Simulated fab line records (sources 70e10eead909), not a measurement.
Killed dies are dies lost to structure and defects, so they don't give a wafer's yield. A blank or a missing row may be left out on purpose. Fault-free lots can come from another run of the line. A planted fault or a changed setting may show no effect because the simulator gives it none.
The tool behind it: which one? -- flow nand-harc -- 24 lots with 72 wafers sampled at 5 steps, on a route of 1159 steps

== WHAT THE GAUGES SHOWED, per wafer ==
NHARC_P_CONTACT_OVL_MEAS_13. Usual: overlay-x-nm -0.1 nm, standard deviation 0.94; overlay-y-nm 0.2 nm, standard deviation 0.86.
lot,measured,on,overlay-x-nm (nm),overlay-y-nm (nm),flag
L075,day 5 13:50,overlay-01,-1.8 -1.3 -1.3,-0.7 -0.5 -0.6,
L074,day 5 15:29,overlay-02,0.6 0.3 1.1,1.1 0.3 0.7,
L077,day 6 08:16,overlay-02,-0.7 -1.1 -0.8,-0.1 0.3 -0.5,
L078,day 6 10:19,overlay-02,0.8 0.8 1.2,0.5 -0.1 0.1,
L076,day 6 14:34,overlay-01,0.7 0.7 0.7,-0.1 -0.2 0.0,
L080,day 6 19:41,overlay-01,-1.3 -1.3 -1.5,-0.2 -0.3 -0.3,
L079,day 6 20:49,overlay-01,2.3 2.6 2.0,1.9 1.8 1.9,
L081,day 7 11:59,overlay-02,-0.3 0.1 0.5,-0.9 -0.7 -1.1,
L082,day 7 14:13,overlay-02,-1.1 -1.6 -1.6,0.5 0.6 1.2,
L083,day 7 15:24,overlay-01,0.3 -0.4 0.0,-0.2 0.0 -0.1,
L085,day 8 01:25,overlay-01,0.1 0.1 -0.1,-0.4 -1.1 -0.9,
L084,day 8 01:35,overlay-02,-0.1 -0.1 0.1,-0.1 -0.5 -0.6,
L087,day 8 17:33,overlay-01,-0.2 0.0 -0.3,-0.6 -0.4 -0.7,
L086,day 8 19:53,overlay-02,0.9 1.5 1.5,0.2 0.7 0.6,
L088,day 9 06:39,overlay-01,-2.3 -2.2 -2.6,0.0 0.0 0.0,
L089,day 9 13:02,overlay-02,-0.5 -0.1 -0.4,0.7 -0.1 0.5,
L090,day 9 13:48,overlay-02,-0.2 0.5 0.5,1.4 2.0 1.3,
L091,day 9 20:35,overlay-02,0.4 0.6 0.1,1.0 0.7 1.4,
L093,day 10 01:41,overlay-01,-0.6 -1.2 -0.9,0.3 -0.8 -0.4,
L092,day 10 02:01,overlay-01,0.5 0.4 0.6,0.4 1.2 0.9,
L094,day 10 16:43,overlay-02,-0.2 0.2 1.0,-0.8 -0.8 -0.7,
L095,day 10 17:23,overlay-02,0.5 0.0 0.5,0.2 0.4 0.3,
L096,day 10 23:37,overlay-01,-0.6 -0.3 0.0,-0.9 -1.7 -1.3,
L097,day 11 08:50,overlay-02,0.0 -0.2 -0.6,1.6 1.2 1.0,

NHARC_P_M0_CD_MEAS_09 targets a cd of 90 nm. Usual: cd-nm at 90.0 nm, with a standard deviation of 0.51.
lot,measured,on,cd-nm (nm),flag
L075,day 5 23:24,cd-sem-02,90.5 90.2 89.9,
L074,day 6 00:01,cd-sem-03,90.5 89.8 90.4,
L077,day 6 12:29,cd-sem-02,90.3 90.2 89.6,
L078,day 6 17:37,cd-sem-01,89.7 89.6 90.6,
L076,day 6 21:16,cd-sem-03,89.4 89.3 89.6,
L080,day 7 00:13,cd-sem-02,89.5 90.1 89.6,
L079,day 7 01:01,cd-sem-03,90.0 90.4 89.6,
L081,day 7 17:41,cd-sem-03,89.5 90.3 90.4,
L082,day 7 18:59,cd-sem-01,90.3 90.9 90.0,
L083,day 7 19:32,cd-sem-02,89.8 90.3 90.2,
L085,day 8 08:46,cd-sem-02,89.8 90.1 90.4,
L084,day 8 09:19,cd-sem-02,90.6 89.6 91.0,
L087,day 9 02:47,cd-sem-02,90.0 90.1 89.0,
L086,day 9 03:46,cd-sem-01,89.5 89.4 90.0,
L088,day 9 21:31,cd-sem-03,90.6 90.7 90.4,
L089,day 9 22:26,cd-sem-01,89.5 90.0 89.6,
L090,day 9 22:56,cd-sem-01,90.6 89.9 90.3,
L091,day 10 05:22,cd-sem-03,90.3 90.7 90.1,
L093,day 10 05:47,cd-sem-02,90.8 90.6 90.0,
L092,day 10 06:06,cd-sem-03,91.1 90.9 91.6,
L094,day 10 20:41,cd-sem-03,89.9 90.6 90.7,
L095,day 10 23:11,cd-sem-01,89.2 89.1 89.6,
L096,day 11 07:16,cd-sem-02,90.3 89.8 90.2,
L097,day 11 15:14,cd-sem-03,89.4 89.1 89.5,

NHARC_A_START_INSPECT_01. Usual: raw-defect-count at 3.5, with a standard deviation of 1.8.
lot,measured,on,raw-defect-count,flag
L075,day 6 15:32,defect-inspect-02,4 0 0,
L074,day 6 16:12,defect-inspect-02,2 5 5,
L077,day 7 04:49,defect-inspect-01,3 4 3,
L078,day 7 09:53,defect-inspect-01,5 8 2,
L076,day 7 13:20,defect-inspect-02,3 2 2,
L080,day 7 16:23,defect-inspect-02,3 3 1,
L079,day 7 17:15,defect-inspect-02,4 0 4,
L081,day 8 10:01,defect-inspect-02,7 2 5,
L082,day 8 10:53,defect-inspect-01,5 1 1,
L083,day 8 11:37,defect-inspect-01,4 2 0,
L085,day 9 01:23,defect-inspect-01,4 5 2,
L084,day 9 01:57,defect-inspect-01,3 5 3,
L087,day 9 19:24,defect-inspect-01,1 2 1,
L086,day 9 20:01,defect-inspect-02,2 1 2,
L088,day 10 14:05,defect-inspect-02,4 3 4,
L089,day 10 14:44,defect-inspect-02,5 3 5,
L090,day 10 15:19,defect-inspect-01,3 2 2,
L091,day 10 21:27,defect-inspect-01,4 5 3,
L093,day 10 21:57,defect-inspect-02,5 3 4,
L092,day 10 22:28,defect-inspect-01,4 4 3,
L094,day 11 12:58,defect-inspect-01,3 5 3,
L095,day 11 15:49,defect-inspect-01,5 6 1,
L096,day 11 23:53,defect-inspect-01,2 5 3,
L097,day 12 07:59,defect-inspect-02,3 3 5,

== WHICH TOOL RAN EACH LOT (tool, then ch and the chambers of the sampled wafers, then the start) ==
lot,NHARC_P_M1_CMP_23,NHARC_P_M2_DESCUM_14
L075,"cmp-02 ch 0,1,2, day 6 05:51","rie-diel-04 ch 0,3, day 6 07:53"
L074,"cmp-03 ch 1,2,3, day 6 06:25","rie-diel-04 ch 1,3, day 6 08:30"
L077,"cmp-01 ch 1,2,3, day 6 19:16","rie-diel-04 ch 0,3, day 6 21:06"
L078,"cmp-03 ch 0,2,3, day 6 23:56","rie-diel-04 ch 1,2,3, day 7 01:59"
L076,"cmp-01 ch 2,3, day 7 03:29","rie-diel-11 ch 0,1, day 7 05:34"
L080,"cmp-03 ch 0,1, day 7 06:36","rie-diel-04 ch 0,1,3, day 7 08:38"
L079,"cmp-01 ch 0,1, day 7 07:25","rie-diel-11 ch 0,1, day 7 09:26"
L081,"cmp-03 ch 1,2,3, day 8 00:06","rie-diel-04 ch 0,2, day 8 01:59"
L082,"cmp-03 ch 0,1,2, day 8 01:25","rie-diel-04 ch 2,3, day 8 03:23"
L083,"cmp-01 ch 0,3, day 8 01:54","rie-diel-04 ch 0,2, day 8 03:57"
L085,"cmp-03 ch 1,2, day 8 15:41","rie-diel-11 ch 0,2, day 8 17:43"
L084,"cmp-01 ch 0,1,2, day 8 16:11","rie-diel-11 ch 0,2,3, day 8 18:15"
L087,"cmp-03 ch 1,2, day 9 09:08","rie-diel-04 ch 0,1, day 9 11:21"
L086,"cmp-02 ch 2,3, day 9 10:07","rie-diel-04 ch 2,3, day 9 12:17"
L088,"cmp-01 ch 1,2, day 10 03:53","rie-diel-11 ch 0,1, day 10 05:55"
L089,"cmp-03 ch 0,3, day 10 04:50","rie-diel-04 ch 0,2,3, day 10 06:53"
L090,"cmp-01 ch 0,2,3, day 10 05:26","rie-diel-06 ch 0,1,3, day 10 07:26"
L091,"cmp-01 ch 0,1,2, day 10 11:49","rie-diel-04 ch 1,2,3, day 10 13:50"
L093,"cmp-03 ch 0,2,3, day 10 12:13","rie-diel-04 ch 0,1,2, day 10 14:12"
L092,"cmp-03 ch 0,2, day 10 12:27","rie-diel-11 ch 1,2,3, day 10 14:24"
L094,"cmp-03 ch 0,1,3, day 11 03:12","rie-diel-04 ch 0,1,3, day 11 05:17"
L095,"cmp-03 ch 1,2,3, day 11 05:32","rie-diel-04 ch 1,3, day 11 08:04"
L096,"cmp-01 ch 0,1, day 11 13:41","rie-diel-04 ch 0,2, day 11 15:43"
L097,"cmp-02 ch 2,3, day 11 21:56","rie-diel-06 ch 0,1,3, day 12 00:08"
- NHARC_P_M1_CMP_23: polishes, t overpolish 20 s, target thk 157.82 nm.
- NHARC_P_M2_DESCUM_14: chemistry O2, time 3 s.

== WHAT THE TOOLS THEMSELVES READ (means of the sampled wafers that have a number; where no wafer has one, the mark that the record gives instead) ==
NHARC_P_M1_CMP_23. Usual: motor-current-A 12.3 A, standard deviation 0.93; pad-life-wafers 300, standard deviation 160; time-to-endpoint-s 28.3 s, standard deviation 2.4.
lot,tool,motor-current-A (A),pad-life-wafers,time-to-endpoint-s (s),flag
L075,cmp-02,12.1,506,24.1,
L074,cmp-03,12.7,517,27.6,
L077,cmp-01,12.9,327,29.7,
L078,cmp-03,12.4,68,31.1,
L076,cmp-01,13.2,366,31.0,
L080,cmp-03,12.1,122,30.5,
L079,cmp-01,11.7,398,27.4,
L081,cmp-03,12.4,224,28.4,
L082,cmp-03,12.5,231,28.4,
L083,cmp-01,11.7,506,24.9,
L085,cmp-03,12.6,306,28.7,
L084,cmp-01,12.7,2,26.7,
L087,cmp-03,12.7,361,29.5,
L086,cmp-02,11.4,402,28.9,
L088,cmp-01,12.3,176,27.3,
L089,cmp-03,11.9,452,26.5,
L090,cmp-01,12.0,188,28.9,
L091,cmp-01,12.1,242,28.0,
L093,cmp-03,12.1,507,26.9,
L092,cmp-03,12.4,511,28.6,
L094,cmp-03,12.0,74,27.4,
L095,cmp-03,12.8,86,30.8,
L096,cmp-01,11.5,398,25.1,
L097,cmp-02,10.9,223,26.9,

NHARC_P_M2_DESCUM_14. Usual: chamber-pressure-mTorr 60.00 mTorr, standard deviation 0.057; drypump-motor-current-A 5.7 A, standard deviation 0.35; oes-product-au 1.001 a.u., standard deviation 0.011; rf-vpp-V 57.6 V, standard deviation 0.88; showerhead-plenum-p-Torr 1.88 Torr, standard deviation 0.077; throttle-valve-pct 11.311 %, standard deviation 0.0094.
lot,tool,chamber-pressure-mTorr (mTorr),drypump-motor-current-A (A),oes-product-au (a.u.),rf-vpp-V (V),showerhead-plenum-p-Torr (Torr),throttle-valve-pct (%),flag
L075,rie-diel-04,60.03,6.1,1.022,57.9,1.85,11.313,
L074,rie-diel-04,60.00,5.7,0.995,58.1,1.89,11.315,
L077,rie-diel-04,60.07,6.2,1.008,58.1,1.84,11.309,
L078,rie-diel-04,60.00,5.7,0.996,57.1,1.85,11.298,
L076,rie-diel-11,60.02,5.5,1.006,57.0,1.94,11.303,
L080,rie-diel-04,59.98,6.0,1.004,57.1,1.86,11.316,
L079,rie-diel-11,59.97,5.3,1.009,58.2,1.87,11.304,
L081,rie-diel-04,60.05,5.7,0.991,57.4,1.80,11.315,
L082,rie-diel-04,59.96,5.6,1.007,57.1,1.81,11.305,
L083,rie-diel-04,59.92,5.8,0.988,57.1,1.80,11.317,
L085,rie-diel-11,60.01,5.2,1.013,57.6,1.87,11.305,
L084,rie-diel-11,59.96,5.4,1.007,57.3,1.95,11.312,
L087,rie-diel-04,60.04,5.8,0.995,57.4,1.88,11.300,
L086,rie-diel-04,60.01,5.8,1.011,57.3,1.83,11.310,
L088,rie-diel-11,60.00,5.3,1.004,57.2,1.87,11.316,
L089,rie-diel-04,59.94,5.9,1.001,57.2,1.82,11.316,
L090,rie-diel-06,59.99,5.9,0.996,58.0,1.87,11.314,
L091,rie-diel-04,60.01,5.7,0.999,57.3,1.85,11.314,
L093,rie-diel-04,60.02,5.8,0.989,57.0,1.84,11.308,
L092,rie-diel-11,60.05,5.6,1.006,57.0,2.02,11.314,
L094,rie-diel-04,59.98,6.0,1.002,58.7,1.86,11.315,
L095,rie-diel-04,60.01,5.9,1.004,57.4,1.87,11.320,
L096,rie-diel-04,60.04,6.0,0.997,57.8,1.81,11.305,
L097,rie-diel-06,60.00,5.9,0.992,57.7,1.86,11.315,

== THE ANSWER, worked out from the rows above alone ==
Rule: lot off if the mean of its wafers having a number is beyond 3 standard deviations from the usual mean. A lot without any number at a reading at which 4 lots or more have one is off too. Where the step has rows for the other lots, those lots are counted as sound. The gauges are gone through in route order, then the tools' own readings, and for those a lot's mean is taken as printed above. The first step at which some lot is off is used, and at that step the reading that is off furthest; a lot without a number counts as furthest.
None of the lots is off at any reading shown; this tells nothing.

== WHAT THE SIMULATOR PUT IN ==
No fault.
